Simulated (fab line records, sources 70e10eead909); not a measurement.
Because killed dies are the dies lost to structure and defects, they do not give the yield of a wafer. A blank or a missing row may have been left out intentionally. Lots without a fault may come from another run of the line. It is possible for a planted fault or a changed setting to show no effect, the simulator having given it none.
A lot that was struck, set against a sound lot ; flow nand-harc ; 14 out of 1302 route steps
Sound: the wafers L163.1, L163.3, L163.5. The struck wafers were L149.2, L149.5, L149.6. The cause comes at the end.
For every step that has rows: the tool of each side, followed by ch and its chambers, followed by its first start. Under that, the readings that differ: sound wafers ; struck wafers ; difference of the means ; sigmas: that difference in standard deviations of wafers without a fault.
alike: readings whose means differ by less than 2 such deviations, and words and numbers that are the same on both sides. not compared: withheld readings, readings that some wafer has no value for, bounds like >300 that may hide the same value, and numbers for which the record gives no deviation and whose values overlap.
A row with sigmas, a row that says differs or no value, or rows on one side alone: a step with any of these is where the two part. Non-overlapping numbers with no deviation appear without sigmas and do not part them. Lack of a reading on every wafer of one side parts them only where that side has two or more wafers.

first, 6 steps without rows for these wafers: NHARC_P_CONTACT_COAT_06 (resist thk 90 nm); NHARC_P_CONTACT_SOFTBAKE_07 (time 55 s); NHARC_P_CONTACT_EBR_08; NHARC_P_CONTACT_EXPOSE_09 (exposes mask P CA, target cd 90 nm); NHARC_P_CONTACT_PEB_10 (peb time 65 s); NHARC_P_CONTACT_DEVELOP_11 (develop time 35 s).
NHARC_P_CONTACT_CD_MEAS_12: the cd target is 90 nm.
  sound on cd-sem-03 ch 0, day 13 05:55; struck on cd-sem-03 ch 0, day 7 12:31
reading;sound;struck;difference;sigmas
cd-nm (nm);88.9 89.1 88.6;89.7 90.4 90.1;+1.2;+2
NHARC_P_CONTACT_OVL_MEAS_13:
  sound: overlay-01 at day 13 06:01; struck: overlay-01 at day 7 12:36
reading;sound;struck;difference;sigmas
overlay-y-nm (nm);-1.0 -1.1 -1.3;0.9 0.9 0.3;+1.8;+2
  alike: overlay-x-nm
NHARC_P_CONTACT_INSPECT_14:
  sound: defect-inspect-02 at day 13 06:02; struck: defect-inspect-01 at day 7 12:38
reading;sound;struck;difference;sigmas
raw-defect-count;4 5 3;5 10 10;+4;+2
NHARC_P_CONTACT_DESCUM_17: chemistry O2, time 3 s.
  sound on rie-diel-11 ch 0,2, day 13 06:07; struck on rie-diel-11 ch 0,1,2, day 7 12:44
  alike: drypump-motor-current-A, oes-product-au, rf-vpp-V, showerhead-plenum-p-Torr, throttle-valve-pct
  not compared: rf-hours-counter-h
NHARC_P_CONTACT_ETCH_35: etches the open film in CF4, target depth 39 nm, time 65 s.
  sound on rie-diel-11 ch 0,3, day 13 06:11; struck on rie-diel-11 ch 0,1,3, day 7 12:48
  alike: bias-w, cf4-flow-sccm, drypump-motor-current-A, oes-product-au, rf-fwd-power-W, rf-vpp-V, showerhead-plenum-p-Torr, throttle-valve-pct
  not compared: rf-hours-counter-h
NHARC_P_CONTACT_ETCH_36: etches the open film in N2/H2, target depth 260 nm, time 406.25 s.
  sound on rie-diel-11 ch 0,1; struck on rie-diel-11 ch 0,1,3
  alike: bias-w, chamber-pressure-mTorr, drypump-motor-current-A, oes-product-au, rf-fwd-power-W, rf-vpp-V, showerhead-plenum-p-Torr, throttle-valve-pct
  not compared: rf-hours-counter-h
NHARC_P_CONTACT_ETCH_18: etches the open film in C4F8/O2/Ar, target depth 481 nm, time 240.5 s.
  sound on rie-diel-11 ch 0,1,2, day 13 06:35; struck on rie-diel-11 ch 0,1,2, day 7 13:14
  no value came back on the struck wafers for any of 5 readings (bias-w (W), chamber-pressure-mTorr (mTorr) and others); on the sound wafers bias-w (W) reads 1492 1501 1502
  not compared: rf-hours-counter-h
then, 1 step without rows for these wafers: NHARC_P_CONTACT_STRIP_37 (strips in C4F8/O2/Ar).

WHERE THEY PART
First at NHARC_P_CONTACT_CD_MEAS_12; last, within this record, at NHARC_P_CONTACT_ETCH_18.

WHY: the cause the simulator had injected
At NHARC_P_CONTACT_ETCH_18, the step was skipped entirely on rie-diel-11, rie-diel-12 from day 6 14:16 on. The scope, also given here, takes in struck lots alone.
